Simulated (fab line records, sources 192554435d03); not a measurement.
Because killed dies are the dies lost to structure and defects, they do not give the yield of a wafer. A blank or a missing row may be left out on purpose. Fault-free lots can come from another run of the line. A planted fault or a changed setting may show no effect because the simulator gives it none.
fab line records	flow n5-finfet
record lots=7	wafers=39
route steps=1938 shown ZERO_LAYER@11 FIN_SAQP@100 DUMMY_GATE@246 MOL_CONTACT_COAG@544 BEOL_M0_SAQP@652 BEOL_M2@916 BEOL_M3@950 BEOL_M5@1160 BEOL_M7@1308 BEOL_M9@1463 BEOL_M11@1578 BEOL_M15@1809 MIM_TOP@1838 PASSIVATION@1936
start-h: hours from the record's first day to the start of the lot's first wafer shown	wait-h: hours since the lot's step before	" the same as in the row above	L1.1+2: a row that stands for several wafers	- no value present, or no start provided	* or withheld: withheld	< > ~ a bound
route shown NAME@n: names a module that has steps shown in the file, with the first one's number in the route	usual: mean/standard deviation of fault-free wafers	same: alike in all rows	chamber/n: place in a boat	sites: the reading at each site	_std_site: how widely they spread, as a standard deviation	_edge_site: inner sites' mean taken away from outer sites' mean	radius-mm: for every site, how far away it sits from the centre of the wafer	mask NAME#n: copy n	behind: the most recent tool/chamber to have shaped the wafer	hold: why the lot was held/for how many hours/how that ended	device: the n, p or np transistor that did not switch	end of line: tests run on the same wafers once the route is complete	a step with no rows: only its recipe	killed: dies that structure and defects cost at the first sort, which is not the same as the wafer's yield	map: a wafer's dies, marking killed ones x, the rest . and places with no die _
set.NAME: the run value of the setting; set.NAME@STEP: its run value at that earlier step	model.NAME: the simulator's own value behind a step, which no gauge read
lots whose settings were changed on purpose; a table a step, a row a wafer
## steps
# step N5_ZERO_LAYER_DEVELOP_10
# recipe develop-time-s=60	rinse-liquid=diw	dry=air-spin	dev-temp-c=21
# step N5_FIN_SAQP_PECVD_06
# recipe material=a-Si	target-thk-a=600	temp-c=400	precursor=SiH4/He	pressure-torr=3	rf-w=100	time-s=48.1
# step N5_DUMMY_GATE_ETCH_32
# recipe chemistry=CF4	target=SiO2	target-depth-a=35	time-s=3.9	ion-energy-ev=350	pressure-mtorr=10	icp-w=800	bias-w=400	cf4-flow-sccm=80
# step N5_MOL_CONTACT_COAG_ALD_20
# recipe material=TiN	target-thk-a=15	temp-c=400	ald-precursor-family=TiCl4	ald-co-reactant=NH3	pulse-time-s=1	purge-time-s=3	co-reactant-purge-time-s=2	co-reactant-pulse-time-s=2	ald-cycles=68	pressure-torr=3
# step N5_BEOL_M0_SAQP_DESCUM_19
# recipe chemistry=O2	time-s=7.9	source-power-w=50	bias-power-w=20	pressure-mtorr=20	rf-frequency-hz=2.712e+07	temp-c=40	resist=CAR-ArF	o2-flow-sccm=225
# step N5_BEOL_M2_SPUTTER_92
# recipe material=Cu	target-thk-a=45	temp-c=-20	chamber-pressure-pa=0.07	power-w=withheld	time-s=8.29
# step N5_BEOL_M3_ETCH_64
# recipe chemistry=N2/H2	target=SOC	target-depth-a=750	overetch-a=150	mask-material=SiARC	temp-c=40	time-s=112.5	ion-energy-ev=200	pressure-mtorr=30	source-w=840	bias-w=150	n2-flow-sccm=200	h2-flow-sccm=200
# step N5_BEOL_M5_TRENCH_ETCH_37
# recipe chemistry=C4F6/O2	target-depth-a=716.52	target=SiCOH_lowk	time-s=24.7	ion-energy-ev=250	pressure-mtorr=30	source-w=345	bias-w=185	Ar_flow_sccm=300	C4F6_flow_sccm=10	O2_flow_sccm=10
# step N5_BEOL_M7_TRENCH_ETCH_37
# recipe chemistry=C4F6/O2	target-depth-a=934.78	target=SiCOH_lowk	time-s=31.2	ion-energy-ev=250	pressure-mtorr=30	source-w=345	bias-w=185	Ar_flow_sccm=300	C4F6_flow_sccm=10	O2_flow_sccm=10
# step N5_BEOL_M9_ANNEAL_51
# recipe temp-c=225	time-s=90	ambient=N2
# step N5_BEOL_M11_TRENCH_ETCH_37
# recipe chemistry=C4F6/O2	target-depth-a=1488.3	target=SiCOH_lowk	time-s=48	ion-energy-ev=250	pressure-mtorr=30	source-w=345	bias-w=185	Ar_flow_sccm=300	C4F6_flow_sccm=10	O2_flow_sccm=10
# step N5_BEOL_M15_TRENCH_ETCH_34
# recipe chemistry=C4F8/O2/Ar	target=SiO2	target-depth-a=8729.3	he-inner-torr=15	he-outer-torr=30	time-s=199	ion-energy-ev=800	pressure-mtorr=20	source-w=1905	bias-w=2040	Ar_flow_sccm=400	C4F8_flow_sccm=16	O2_flow_sccm=12
# step N5_MIM_TOP_SPUTTER_03
# recipe material=TiN	target-thk-a=350	temp-c=200	power-w=3000	chamber-pressure-pa=0.49996	gas=Ar	reactive-partial-pa=0.37997	time-s=89.7
# step N5_PASSIVATION_PROBE_49
# usual killed-at-other=3.4/2.6
lot.wafer	tool	chamber	start-h	wait-h	set.develop-time-s@ZERO_LAYER_DEVELOP_10	set.time-s@FIN_SAQP_PECVD_06	set.time-s@DUMMY_GATE_ETCH_32	set.co-reactant-pulse-time-s@MOL_CONTACT_COAG_ALD_20	set.time-s@BEOL_M0_SAQP_DESCUM_19	set.time-s@BEOL_M2_SPUTTER_92	set.time-s@BEOL_M3_ETCH_64	set.time-s@BEOL_M5_TRENCH_ETCH_37	set.time-s@BEOL_M7_TRENCH_ETCH_37	set.time-s@BEOL_M9_ANNEAL_51	set.target-depth-a@BEOL_M11_TRENCH_ETCH_37	set.time-s@BEOL_M15_TRENCH_ETCH_34	set.target-thk-a@MIM_TOP_SPUTTER_03	killed-at-other
L077.1	prober-02	-	278.98	0.0	60	48.1	3.9	2	4.25	5.807	51.05	28.63	19.4	103.6	1488.3	199	350	5
L077.2	prober-02	-	279.03	0.1	60	48.1	3.9	2	7.9	8.29	112.5	24.7	19.4	103.6	1488.3	199	350	5
L077.3	prober-02	-	279.08	0.1	60	74.24	3.9	1.611	4.25	5.807	51.05	24.7	31.2	90	1488.3	199	350	4
L077.4	prober-02	-	279.13	0.2	60	74.24	3.9	1.611	7.9	8.29	51.05	28.63	31.2	103.6	1488.3	289.6	350	4
L077.5	prober-02	-	279.18	0.2	60	74.24	3.9	2	7.9	5.807	112.5	24.7	19.4	90	1488.3	289.6	350	4
L077.6	prober-02	-	279.23	0.3	60	48.1	3.9	1.611	4.25	8.29	112.5	28.63	31.2	90	1488.3	289.6	350	0
L078.1	prober-02	-	281.32	0.0	40.22	48.1	3.9	2	11.03	10.83	112.5	39	31.2	90	2202	262.8	259.8	5
L078.2	prober-02	-	281.37	0.1	40.22	48.1	4.625	2	7.9	8.29	157	24.7	24.97	90	2202	199	350	1
L078.3	prober-02	-	281.42	0.1	60	48.1	3.9	2	7.9	8.29	112.5	24.7	31.2	114.9	1488.3	199	259.8	0
L078.4	prober-02	-	281.47	0.2	40.22	48.1	3.9	2	11.03	10.83	157	24.7	24.97	114.9	1488.3	262.8	259.8	5
L078.5	prober-02	-	281.52	0.2	60	48.1	4.625	2	11.03	8.29	157	39	31.2	90	1488.3	262.8	350	5
L078.6	prober-02	-	281.57	0.3	60	48.1	4.625	2	7.9	10.83	112.5	39	24.97	114.9	2202	199	350	3
L076.1	prober-01	-	283.93	0.0	60	48.1	3.9	3.094	7.9	8.29	112.5	34.78	26.12	67.42	1163	199	560	1085
L076.2	prober-01	-	283.98	0.1	91.7	39.36	3.9	3.094	7.9	12.49	112.5	24.7	26.12	67.42	1488.3	199	350	5
L076.3	prober-01	-	284.03	0.1	60	39.36	3.9	2	7.9	8.29	112.5	24.7	26.12	90	1163	199	560	1083
L076.4	prober-01	-	284.08	0.2	60	39.36	3.9	2	7.9	12.49	112.5	34.78	31.2	90	1488.3	199	560	1084
L076.5	prober-01	-	284.13	0.2	91.7	48.1	3.9	2	7.9	8.29	112.5	34.78	31.2	67.42	1488.3	199	350	1
L076.6	prober-01	-	284.18	0.3	91.7	48.1	3.9	3.094	7.9	12.49	112.5	24.7	31.2	90	1163	199	350	4
L075.1	prober-02	-	284.77	0.0	60	29.07	3.9	2	7.9	8.29	61.24	24.7	31.2	126.1	1037	199	350	3
L075.2	prober-02	-	284.82	0.1	60	29.07	3.9	2	6.33	4.501	112.5	24.7	31.2	90	1488.3	199	350	4
L075.3	prober-02	-	284.87	0.1	60	29.07	5.504	2.498	7.9	8.29	112.5	24.7	31.2	90	1488.3	260.4	350	2
L075.4	prober-02	-	284.92	0.2	60	48.1	5.504	2	7.9	4.501	112.5	24.7	45.83	126.1	1037	260.4	350	3
L075.5	prober-02	-	284.97	0.2	60	48.1	5.504	2.498	6.33	8.29	61.24	24.7	45.83	90	1037	199	350	5
L075.6	prober-02	-	285.02	0.3	60	48.1	3.9	2.498	6.33	4.501	61.24	24.7	45.83	126.1	1488.3	260.4	350	3
L093.2	prober-02	-	386.13	0.1	60	48.1	3.9	2	7.9	8.29	112.5	24.7	31.2	90	1488.3	199	350	4
L093.4	prober-02	-	386.23	0.2	60	48.1	3.9	2	7.9	8.29	112.5	24.7	31.2	90	1488.3	199	350	11
L093.5	prober-02	-	386.28	0.2	60	48.1	3.9	2	7.9	8.29	112.5	24.7	31.2	90	1488.3	199	350	2
L094.1	prober-01	-	398.14	0.0	60	69.6	2.595	2	10.71	8.29	112.5	11.04	31.2	39.62	2242	199	502.1	73
L094.2	prober-01	-	398.19	0.1	71.13	48.1	3.9	2	7.9	8.29	112.5	24.7	31.2	39.62	1488.3	285.5	502.1	1043
L094.3	prober-01	-	398.24	0.1	71.13	48.1	2.595	2	7.9	8.29	91.93	24.7	31.2	39.62	2242	285.5	350	3
L094.4	prober-01	-	398.29	0.2	71.13	69.6	3.9	2	10.71	8.29	91.93	11.04	31.2	90	2242	285.5	502.1	389
L094.5	prober-01	-	398.34	0.2	60	69.6	2.595	2	7.9	8.29	91.93	11.04	31.2	90	1488.3	199	350	11
L094.6	prober-01	-	398.39	0.3	60	48.1	3.9	2	10.71	8.29	112.5	24.7	31.2	90	1488.3	199	350	4
L097.1	prober-01	-	410.64	0.0	40.88	48.1	5.886	1.42	7.9	10.59	112.5	24.7	31.2	90	1071	199	350	2
L097.2	prober-01	-	410.69	0.1	40.88	48.1	3.9	2	7.9	10.59	177.6	11.46	31.2	90	1488.3	199	350	3
L097.3	prober-01	-	410.74	0.1	60	65.88	3.9	2	11.2	10.59	112.5	24.7	31.2	90	1488.3	148.5	350	0
L097.4	prober-01	-	410.79	0.2	60	65.88	3.9	1.42	11.2	8.29	112.5	11.46	31.2	90	1071	148.5	350	1
L097.5	prober-01	-	410.84	0.2	40.88	65.88	5.886	1.42	7.9	8.29	177.6	11.46	31.2	90	1071	199	350	4
L097.6	prober-01	-	410.89	0.3	60	48.1	5.886	2	11.2	8.29	177.6	24.7	31.2	90	1488.3	148.5	350	1
# killed by level:class
L077.1 BEOL_M3:area-etch=1068 MOL_CONTACT_COAG:geometric-particle:open=16 BEOL_M2:geometric-particle:open=10 STI_FIN_REVEAL:geometric-particle:open=9 BEOL_M0_SAQP:geometric-particle:open=9 FIN_SAQP:geometric-particle:open=7 MOL_CONTACT_COAG:geometric-particle:short=6 FIN_SAQP:geometric-particle:short=5
L077.2 BEOL_M7:area-ecd=86 STI_FIN_REVEAL:geometric-particle:open=17 MOL_CONTACT_COAG:geometric-particle:open=17 BEOL_M0_SAQP:geometric-particle:short=9 BEOL_M2:geometric-particle:open=8 DUMMY_GATE:geometric-particle:open=7 BEOL_M0_SAQP:geometric-particle:open=7 STI_FIN_REVEAL:geometric-particle:short=6
L077.3 FIN_SAQP:area-etch=731 BEOL_M3:area-etch=336 BEOL_M1:geometric-particle:open=11 BEOL_M0_SAQP:geometric-particle:short=10 STI_FIN_REVEAL:geometric-particle:open=9 BEOL_M3:geometric-particle:open=7 MOL_CONTACT_COAG:geometric-particle:open=7 MOL_CONTACT_COAG:geometric-particle:short=7
L077.4 FIN_SAQP:area-etch=1005 BEOL_M3:area-etch=66 STI_FIN_REVEAL:geometric-particle:open=17 MOL_CONTACT_COAG:geometric-particle:open=15 BEOL_M3:geometric-particle:open=9 DUMMY_GATE:geometric-particle:open=8 STI_FIN_REVEAL:geometric-particle:short=6 BEOL_M4:geometric-particle:open=6
L077.5 FIN_SAQP:area-etch=837 MOL_CONTACT_COAG:geometric-particle:open=20 FIN_SAQP:geometric-particle:open=12 FIN_SAQP:geometric-particle:short=12 BEOL_M7:area-ecd=12 BEOL_M2:geometric-particle:open=7 STI_FIN_REVEAL:geometric-particle:open=5 MOL_CONTACT_COAG:geometric-particle:short=5
L077.6 MOL_CONTACT_COAG:geometric-particle:open=15 STI_FIN_REVEAL:geometric-particle:open=11 FIN_SAQP:geometric-particle:short=8 STARTING-WAFER:geometric-particle:short=7 FIN_SAQP:geometric-particle:open=6 BEOL_M2:geometric-particle:open=6 BEOL_M0_SAQP:geometric-particle:open=5 GATE_CUT:geometric-particle:short=4
L078.1 BEOL_M5:area-etch=707 BEOL_M0_SAQP:geometric-particle:short=16 MOL_CONTACT_COAG:geometric-particle:open=14 FIN_SAQP:geometric-particle:open=12 BEOL_M1:geometric-particle:open=7 GATE_CUT:geometric-particle:open=6 GATE_CUT:geometric-particle:short=6 FIN_SAQP:geometric-particle:short=5
L078.2 FIN_SAQP:geometric-particle:open=19 FIN_SAQP:geometric-particle:short=12 MOL_CONTACT_COAG:geometric-particle:open=10 BEOL_M2:geometric-particle:open=10 BEOL_M0_SAQP:geometric-particle:short=7 BEOL_M0_SAQP:geometric-particle:open=7 STI_FIN_REVEAL:geometric-particle:open=6 GATE_CUT:geometric-particle:short=4
L078.3 FIN_SAQP:geometric-particle:open=15 FIN_SAQP:geometric-particle:short=13 BEOL_M0_SAQP:geometric-particle:short=12 BEOL_M3:geometric-particle:open=8 BEOL_M0_SAQP:geometric-particle:open=7 DUMMY_GATE:geometric-particle:open=5 STI_FIN_REVEAL:geometric-particle:open=4 GATE_CUT:geometric-particle:short=4
L078.4 FIN_SAQP:geometric-particle:short=19 FIN_SAQP:geometric-particle:open=15 BEOL_M0_SAQP:geometric-particle:short=15 BEOL_M0_SAQP:geometric-particle:open=9 MOL_CONTACT_COAG:geometric-particle:open=9 BEOL_M1:geometric-particle:open=7 BEOL_M3:geometric-particle:open=5 STI_FIN_REVEAL:geometric-particle:open=4
L078.5 BEOL_M5:area-etch=207 FIN_SAQP:geometric-particle:short=24 FIN_SAQP:geometric-particle:open=18 BEOL_M0_SAQP:geometric-particle:open=15 BEOL_M0_SAQP:geometric-particle:short=12 STI_FIN_REVEAL:geometric-particle:open=7 BEOL_M3:geometric-particle:open=5 STARTING-WAFER:geometric-particle:open=4
L078.6 BEOL_M5:area-etch=562 FIN_SAQP:geometric-particle:short=17 BEOL_M0_SAQP:geometric-particle:open=11 BEOL_M0_SAQP:geometric-particle:short=11 BEOL_M1:geometric-particle:open=9 FIN_SAQP:geometric-particle:open=7 STI_FIN_REVEAL:geometric-particle:open=6 BEOL_M2:geometric-particle:open=6
L076.1 MIM_TOP:area-sputter=1084 BEOL_M0_SAQP:geometric-particle:short=15 BEOL_M0_SAQP:geometric-particle:open=14 BEOL_M5:geometric-particle:open=6 STI_FIN_REVEAL:geometric-particle:open=6 FIN_SAQP:geometric-particle:open=5 DUMMY_GATE:geometric-particle:open=5 BEOL_M2:geometric-particle:open=4
L076.2 BEOL_M0_SAQP:geometric-particle:open=14 BEOL_M0_SAQP:geometric-particle:short=14 STI_FIN_REVEAL:geometric-particle:open=5 BEOL_M5:geometric-particle:open=5 DUMMY_GATE:geometric-particle:open=4 BEOL_M1:geometric-particle:open=4 FIN_SAQP:geometric-particle:open=3 STI_FIN_REVEAL:geometric-particle:short=3
L076.3 MIM_TOP:area-sputter=1079 STI_FIN_REVEAL:geometric-particle:open=11 BEOL_M0_SAQP:geometric-particle:open=8 BEOL_M1:geometric-particle:open=7 GATE_CUT:geometric-particle:short=6 BEOL_M3:geometric-particle:short=6 BEOL_M4:geometric-particle:open=6 FIN_SAQP:geometric-particle:open=5
L076.4 MIM_TOP:area-sputter=1083 STI_FIN_REVEAL:geometric-particle:open=14 BEOL_M0_SAQP:geometric-particle:short=9 FIN_SAQP:geometric-particle:open=8 MOL_CONTACT_COAG:geometric-particle:open=8 BEOL_M4:geometric-particle:open=7 GATE_CUT:geometric-particle:short=7 GATE_CUT:geometric-particle:open=5
L076.5 BEOL_M0_SAQP:geometric-particle:open=17 BEOL_M0_SAQP:geometric-particle:short=11 DUMMY_GATE:geometric-particle:open=6 DUMMY_GATE:geometric-particle:short=6 MOL_CONTACT_COAG:geometric-particle:open=6 FIN_SAQP:geometric-particle:short=5 BEOL_M5:geometric-particle:open=5 FIN_SAQP:geometric-particle:open=3
L076.6 BEOL_M0_SAQP:geometric-particle:short=9 BEOL_M1:geometric-particle:open=8 STI_FIN_REVEAL:geometric-particle:open=6 BEOL_M5:geometric-particle:open=6 FIN_SAQP:geometric-particle:short=4 BEOL_M0_SAQP:geometric-particle:open=4 FIN_SAQP:geometric-particle:open=3 STI_FIN_REVEAL:geometric-particle:short=3
L075.1 BEOL_M3:area-etch=1084 STI_FIN_REVEAL:geometric-particle:open=12 BEOL_M4:geometric-particle:open=12 BEOL_M0_SAQP:geometric-particle:short=10 MOL_CONTACT_COAG:geometric-particle:open=9 BEOL_M0_SAQP:geometric-particle:open=6 BEOL_M0:geometric-particle:open=6 FIN_SAQP:geometric-particle:short=4
L075.2 STI_FIN_REVEAL:geometric-particle:open=15 BEOL_M0_SAQP:geometric-particle:short=13 MOL_CONTACT_COAG:geometric-particle:open=12 FIN_SAQP:geometric-particle:short=9 BEOL_M3:geometric-particle:open=6 DUMMY_GATE:geometric-particle:open=5 BEOL_M0_SAQP:geometric-particle:open=5 BEOL_M0:geometric-particle:open=5
L075.3 FIN_SAQP:geometric-particle:open=12 BEOL_M0_SAQP:geometric-particle:open=9 BEOL_M0_SAQP:geometric-particle:short=8 STI_FIN_REVEAL:geometric-particle:open=7 BEOL_M4:geometric-particle:open=6 FIN_SAQP:geometric-particle:short=5 MOL_CONTACT_COAG:geometric-particle:open=5 BEOL_M3:geometric-particle:open=5
L075.4 STI_FIN_REVEAL:geometric-particle:open=15 FIN_SAQP:geometric-particle:short=13 BEOL_M3:geometric-particle:open=11 FIN_SAQP:geometric-particle:open=9 BEOL_M2:geometric-particle:open=9 BEOL_M0_SAQP:geometric-particle:open=7 BEOL_M3:geometric-particle:short=6 MOL_CONTACT_COAG:geometric-particle:open=6
L075.5 BEOL_M3:area-etch=1059 FIN_SAQP:geometric-particle:open=14 STI_FIN_REVEAL:geometric-particle:open=12 BEOL_M4:geometric-particle:open=12 BEOL_M3:geometric-particle:open=9 MOL_CONTACT_COAG:geometric-particle:open=8 BEOL_M0_SAQP:geometric-particle:open=7 BEOL_M0_SAQP:geometric-particle:short=6
L075.6 BEOL_M3:area-etch=1041 STI_FIN_REVEAL:geometric-particle:open=24 BEOL_M0_SAQP:geometric-particle:open=12 MOL_CONTACT_COAG:geometric-particle:open=10 BEOL_M0_SAQP:geometric-particle:short=10 BEOL_M4:geometric-particle:open=9 BEOL_M0:geometric-particle:open=9 MOL_CONTACT_COAG:geometric-particle:short=6
L093.2 MOL_CONTACT_COAG:geometric-particle:open=10 FIN_SAQP:geometric-particle:open=10 FIN_SAQP:geometric-particle:short=9 STI_FIN_REVEAL:geometric-particle:open=7 BEOL_M0_SAQP:geometric-particle:open=6 BEOL_M1:geometric-particle:open=6 MOL_CONTACT_COAG:geometric-particle:short=5 GATE_CUT:geometric-particle:short=4
L093.4 STI_FIN_REVEAL:geometric-particle:open=11 BEOL_M3:geometric-particle:open=9 GATE_CUT:geometric-particle:short=8 FIN_SAQP:geometric-particle:short=7 STARTING-WAFER:geometric-particle:short=6 MOL_CONTACT_COAG:geometric-particle:open=5 BEOL_M0:geometric-particle:open=5 BEOL_M1:geometric-particle:open=5
L093.5 FIN_SAQP:geometric-particle:short=9 FIN_SAQP:geometric-particle:open=8 BEOL_M0_SAQP:geometric-particle:open=6 STARTING-WAFER:geometric-particle:short=5 MOL_CONTACT_COAG:geometric-particle:open=4 BEOL_M0_SAQP:geometric-particle:short=4 ILD0:geometric-particle:open=3 GATE_CUT:geometric-particle:short=3
L094.1 BEOL_M5:area-ecd=985 MIM_TOP:area-sputter=69 MOL_CONTACT_COAG:geometric-particle:open=17 BEOL_M4:geometric-particle:open=17 FIN_SAQP:area-etch=13 BEOL_M0_SAQP:geometric-particle:short=11 FIN_SAQP:geometric-particle:short=6 BEOL_M0_SAQP:geometric-particle:open=6
L094.2 MIM_TOP:area-sputter=1040 STI_FIN_REVEAL:geometric-particle:open=20 BEOL_M0_SAQP:geometric-particle:open=17 MOL_CONTACT_COAG:geometric-particle:open=14 BEOL_M0_SAQP:geometric-particle:short=14 BEOL_M3:geometric-particle:open=11 STI_FIN_REVEAL:geometric-particle:short=7 BEOL_M2:geometric-particle:open=6
L094.3 BEOL_M11:area-etch=36 MOL_CONTACT_COAG:geometric-particle:open=14 BEOL_M0_SAQP:geometric-particle:open=11 BEOL_M0_SAQP:geometric-particle:short=10 BEOL_M3:geometric-particle:open=9 STI_FIN_REVEAL:geometric-particle:open=8 BEOL_M4:geometric-particle:open=7 FIN_SAQP:geometric-particle:open=5
L094.4 BEOL_M5:area-ecd=547 MIM_TOP:area-sputter=387 FIN_SAQP:area-etch=106 BEOL_M0_SAQP:geometric-particle:open=20 MOL_CONTACT_COAG:geometric-particle:open=18 BEOL_M0_SAQP:geometric-particle:short=13 STI_FIN_REVEAL:geometric-particle:open=11 FIN_SAQP:geometric-particle:short=10
L094.5 BEOL_M5:area-ecd=738 FIN_SAQP:area-etch=213 BEOL_M0_SAQP:geometric-particle:short=13 MOL_CONTACT_COAG:geometric-particle:open=10 BEOL_M4:geometric-particle:open=10 BEOL_M0_SAQP:geometric-particle:open=9 DUMMY_GATE:geometric-particle:open=7 FIN_SAQP:geometric-particle:short=5
L094.6 STI_FIN_REVEAL:geometric-particle:open=15 MOL_CONTACT_COAG:geometric-particle:open=13 BEOL_M3:geometric-particle:open=11 BEOL_M0_SAQP:geometric-particle:short=9 FIN_SAQP:geometric-particle:open=8 FIN_SAQP:geometric-particle:short=7 DUMMY_GATE:geometric-particle:open=7 BEOL_M1:geometric-particle:open=7
L097.1 MOL_CONTACT_COAG:geometric-particle:open=27 BEOL_M11:area-ecd=9 DUMMY_GATE:geometric-particle:open=7 BEOL_M0_SAQP:geometric-particle:short=7 BEOL_M2:geometric-particle:open=6 GATE_CUT:geometric-particle:short=6 MOL_CONTACT_COAG:geometric-particle:short=6 BEOL_M1:geometric-particle:open=6
L097.2 BEOL_M5:area-ecd=1033 MOL_CONTACT_COAG:geometric-particle:open=11 BEOL_M1:geometric-particle:open=11 BEOL_M0_SAQP:geometric-particle:open=7 BEOL_M2:geometric-particle:open=5 BEOL_M3:geometric-particle:open=5 DUMMY_GATE:geometric-particle:open=4 BEOL_M0_SAQP:geometric-particle:short=4
L097.3 MOL_CONTACT_COAG:geometric-particle:open=20 FIN_SAQP:geometric-particle:short=10 STI_FIN_REVEAL:geometric-particle:open=10 BEOL_M1:geometric-particle:open=7 FIN_SAQP:geometric-particle:open=6 GATE_CUT:geometric-particle:short=6 MOL_CONTACT_COAG:geometric-particle:short=6 BEOL_M0_SAQP:geometric-particle:open=6
L097.4 BEOL_M5:area-ecd=1037 MOL_CONTACT_COAG:geometric-particle:open=18 BEOL_M0_SAQP:geometric-particle:open=10 GATE_CUT:geometric-particle:short=8 BEOL_M0_SAQP:geometric-particle:short=7 BEOL_M1:geometric-particle:open=7 BEOL_M2:geometric-particle:open=7 MOL_CONTACT_COAG:geometric-particle:short=6
L097.5 BEOL_M5:area-ecd=1049 MOL_CONTACT_COAG:geometric-particle:open=15 BEOL_M1:geometric-particle:open=11 BEOL_M2:geometric-particle:open=8 GATE_CUT:geometric-particle:short=6 MOL_CONTACT_COAG:geometric-particle:short=6 FIN_SAQP:geometric-particle:short=5 DUMMY_GATE:geometric-particle:open=5
L097.6 MOL_CONTACT_COAG:geometric-particle:open=20 BEOL_M0_SAQP:geometric-particle:short=8 FIN_SAQP:geometric-particle:open=7 GATE_CUT:geometric-particle:short=6 FIN_SAQP:geometric-particle:short=5 BEOL_M1:geometric-particle:short=4 BEOL_M4:geometric-particle:open=4 STI_FIN_REVEAL:geometric-particle:open=3
## key
split step=N5_ZERO_LAYER_DEVELOP_10	setting=develop-time-s	stated-as=60
response none clear
split step=N5_FIN_SAQP_PECVD_06	setting=time-s	stated-as=48.1
response none clear
split step=N5_DUMMY_GATE_ETCH_32	setting=time-s	stated-as=3.9
response none clear
split step=N5_MOL_CONTACT_COAG_ALD_20	setting=co-reactant-pulse-time-s	stated-as=2
response none clear
split step=N5_BEOL_M0_SAQP_DESCUM_19	setting=time-s	stated-as=7.9
response none clear
split step=N5_BEOL_M2_SPUTTER_92	setting=time-s	stated-as=8.29
response none clear
split step=N5_BEOL_M3_ETCH_64	setting=time-s	stated-as=112.5
response none clear
split step=N5_BEOL_M5_TRENCH_ETCH_37	setting=time-s	stated-as=24.7
response none clear
split step=N5_BEOL_M7_TRENCH_ETCH_37	setting=time-s	stated-as=31.2
response none clear
split step=N5_BEOL_M9_ANNEAL_51	setting=time-s	stated-as=90
response none clear
split step=N5_BEOL_M11_TRENCH_ETCH_37	setting=target-depth-a	stated-as=1488.3
response none clear
split step=N5_BEOL_M15_TRENCH_ETCH_34	setting=time-s	stated-as=199
response none clear
split step=N5_MIM_TOP_SPUTTER_03	setting=target-thk-a	stated-as=350
response step=N5_PASSIVATION_PROBE_49	reading=killed-at-other	slope=+13.7	per=1%	together-with=all	explained=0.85
